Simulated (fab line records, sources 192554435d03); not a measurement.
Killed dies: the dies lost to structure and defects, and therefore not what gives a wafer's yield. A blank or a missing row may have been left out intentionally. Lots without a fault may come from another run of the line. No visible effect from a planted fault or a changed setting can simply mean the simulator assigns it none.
Lot-split experiment || flow n5 finfet || on a route of 1938 steps: 7 lots, 21 wafers read

## ON THE SPLIT
At N5_BEOL_M4_TRENCH_ETCH_37 (etches SiOC in C4F6/O2, target depth 55.555 nm, time 29.2 s), the setting bias w was moved away from the recipe's 185 W on 9 of the 21 wafers read, by +7.6% to +17.2%. For the rest of the wafers, this setting stayed at what the recipe calls for.

## FROM THE SPLIT TO THE READING: what the file shows between them, 2 steps
- N5_BEOL_M4_ETCH_41: etches SiCN in CH3F/O2, target depth 29.9 nm, time 52.5 s
- N5_BEOL_M4_STRIP_97: strips in N2/H2, time 10 s

## THE READING
trench depth nm, in nm, at N5_BEOL_M4_OCD_MEAS_38. Typical for fault-free wafers on this fab line: 55.3 nm, with standard deviation 0.71 nm.

{"wafer": "L079.1", "tool, chamber at the split": "rie diel-02, 0", "bias w as run, W": 185, "against the recipe": "recipe", "trench depth nm, nm": 55.4, "against lot-mates on the recipe": "-"}
{"wafer": "L079.3", "tool, chamber at the split": "rie diel-02, 2", "bias w as run, W": 185, "against the recipe": "recipe", "trench depth nm, nm": 56.0, "against lot-mates on the recipe": "-"}
{"wafer": "L079.5", "tool, chamber at the split": "rie diel-02, 1", "bias w as run, W": 185, "against the recipe": "recipe", "trench depth nm, nm": 55.6, "against lot-mates on the recipe": "-"}
{"wafer": "L082.2", "tool, chamber at the split": "rie diel-05, 2", "bias w as run, W": 185, "against the recipe": "recipe", "trench depth nm, nm": 53.8, "against lot-mates on the recipe": "-"}
{"wafer": "L082.4", "tool, chamber at the split": "rie diel-05, 1", "bias w as run, W": 185, "against the recipe": "recipe", "trench depth nm, nm": 55.3, "against lot-mates on the recipe": "-"}
{"wafer": "L082.5", "tool, chamber at the split": "rie diel-05, 1", "bias w as run, W": 216.4, "against the recipe": "+17.0%", "trench depth nm, nm": 57.7, "against lot-mates on the recipe": "+3.2"}
{"wafer": "L087.1", "tool, chamber at the split": "rie diel-05, 2", "bias w as run, W": 185, "against the recipe": "recipe", "trench depth nm, nm": 56.0, "against lot-mates on the recipe": "-"}
{"wafer": "L087.3", "tool, chamber at the split": "rie diel-05, 0", "bias w as run, W": 199.5, "against the recipe": "+7.8%", "trench depth nm, nm": 57.2, "against lot-mates on the recipe": "+0.9"}
{"wafer": "L087.4", "tool, chamber at the split": "rie diel-05, 2", "bias w as run, W": 185, "against the recipe": "recipe", "trench depth nm, nm": 56.7, "against lot-mates on the recipe": "-"}
{"wafer": "L091.3", "tool, chamber at the split": "rie diel-02, 1", "bias w as run, W": 185, "against the recipe": "recipe", "trench depth nm, nm": 54.5, "against lot-mates on the recipe": "-"}
{"wafer": "L091.4", "tool, chamber at the split": "rie diel-02, 0", "bias w as run, W": 185, "against the recipe": "recipe", "trench depth nm, nm": 54.8, "against lot-mates on the recipe": "-"}
{"wafer": "L091.5", "tool, chamber at the split": "rie diel-02, 1", "bias w as run, W": 185, "against the recipe": "recipe", "trench depth nm, nm": 54.5, "against lot-mates on the recipe": "-"}
{"wafer": "L093.1", "tool, chamber at the split": "rie diel-02, 1", "bias w as run, W": 216.1, "against the recipe": "+16.8%", "trench depth nm, nm": 58.2, "against lot-mates on the recipe": "+3.8"}
{"wafer": "L093.2", "tool, chamber at the split": "rie diel-02, 3", "bias w as run, W": 216.1, "against the recipe": "+16.8%", "trench depth nm, nm": 59.1, "against lot-mates on the recipe": "+4.7"}
{"wafer": "L093.4", "tool, chamber at the split": "rie diel-02, 0", "bias w as run, W": 185, "against the recipe": "recipe", "trench depth nm, nm": 54.4, "against lot-mates on the recipe": "-"}
{"wafer": "L094.1", "tool, chamber at the split": "rie diel-02, 3", "bias w as run, W": 185, "against the recipe": "recipe", "trench depth nm, nm": 55.6, "against lot-mates on the recipe": "-"}
{"wafer": "L094.2", "tool, chamber at the split": "rie diel-02, 0", "bias w as run, W": 216.9, "against the recipe": "+17.2%", "trench depth nm, nm": 57.5, "against lot-mates on the recipe": "+1.9"}
{"wafer": "L094.6", "tool, chamber at the split": "rie diel-02, 0", "bias w as run, W": 216.9, "against the recipe": "+17.2%", "trench depth nm, nm": 57.8, "against lot-mates on the recipe": "+2.2"}
{"wafer": "L096.2", "tool, chamber at the split": "rie diel-02, 2", "bias w as run, W": 199, "against the recipe": "+7.6%", "trench depth nm, nm": 56.1, "against lot-mates on the recipe": "no lot-mate on the recipe"}
{"wafer": "L096.4", "tool, chamber at the split": "rie diel-02, 3", "bias w as run, W": 199, "against the recipe": "+7.6%", "trench depth nm, nm": 57.4, "against lot-mates on the recipe": "no lot-mate on the recipe"}
{"wafer": "L096.5", "tool, chamber at the split": "rie diel-02, 0", "bias w as run, W": 199, "against the recipe": "+7.6%", "trench depth nm, nm": 56.3, "against lot-mates on the recipe": "no lot-mate on the recipe"}

THE FIT
A straight line over all 21 wafers: trench depth nm changes by +0.169 nm for each +1% of bias w; r = +0.86; the points scatter about the line by 0.75 nm.
The same after taking each lot's own level away (the mean of its wafers on the recipe; 18 wafers): +0.183 nm for each +1%; r = +0.90; scatter 0.69 nm.
That fit puts the effect of the largest move of bias w on the reading at 3.1 nm.
The span of the lots' own levels, 54.40 to 56.35 nm, comes to 2.7 times the standard deviation stated above.
Consequently the slope shifts little with the lot-to-lot level, the two slopes agreeing.
Check: for one of the wafers moved furthest among these (+17.2%), held out of the fit, the line's prediction against its lot-mates is +3.43 nm. It came out at +1.9 nm against them.
Tool readings at the split's step, against how far the setting was moved: rf vpp V r = +0.98.

## ADDITIONAL SPLITS CARRIED BY THESE WAFERS
Before the reading, these wafers also passed through other splits. Each is held against what the fit with the lots' levels taken away leaves over:
{"other split on the same wafers": "N5_MOL_CONTACT_COAG_EXPOSE_37 dose mj", "wafers away from the commonest value": 10, "r with trench depth nm (lot level and that fit taken away)": -0.41}
{"other split on the same wafers": "N5_MOL_CONTACT_COAG_ALD_133 ald cycles", "wafers away from the commonest value": 8, "r with trench depth nm (lot level and that fit taken away)": -0.55}
{"other split on the same wafers": "N5_BEOL_M0_SAQP_ETCH_107 source w", "wafers away from the commonest value": 6, "r with trench depth nm (lot level and that fit taken away)": -0.04}
{"other split on the same wafers": "N5_BEOL_M0_CUTY_ETCH_63 source w", "wafers away from the commonest value": 7, "r with trench depth nm (lot level and that fit taken away)": -0.10}
{"other split on the same wafers": "N5_BEOL_M0_ETCH_138 source w", "wafers away from the commonest value": 6, "r with trench depth nm (lot level and that fit taken away)": -0.10}
{"other split on the same wafers": "N5_BEOL_M2_ETCH_64 bias w", "wafers away from the commonest value": 8, "r with trench depth nm (lot level and that fit taken away)": "+0.07"}
{"other split on the same wafers": "N5_BEOL_M4_COAT_22 spin rpm", "wafers away from the commonest value": 6, "r with trench depth nm (lot level and that fit taken away)": -0.10}
{"other split on the same wafers": "N5_BEOL_M4_ETCH_70 bias w", "wafers away from the commonest value": 6, "r with trench depth nm (lot level and that fit taken away)": -0.15}

## THE WHOLE CHAIN: every reading that the file lists as answering this split, in the file's order
{"step": "N5_BEOL_M4_TRENCH_ETCH_37", "what it does": "etches SiOC in C4F6/O2, target depth 55.555 nm, time 29.2 s", "reading": "rf vpp V", "change (the file's fit)": "+5.02 V for each +1% of the setting", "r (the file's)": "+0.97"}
{"step": "N5_BEOL_M4_OCD_MEAS_38", "what it does": "", "reading": "trench depth nm", "change (the file's fit)": "+0.179 nm for each +1% of the setting", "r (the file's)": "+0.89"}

## FILE'S OWN FIT
trench depth nm changes by +0.179 nm for each +1% of bias w, r = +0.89.
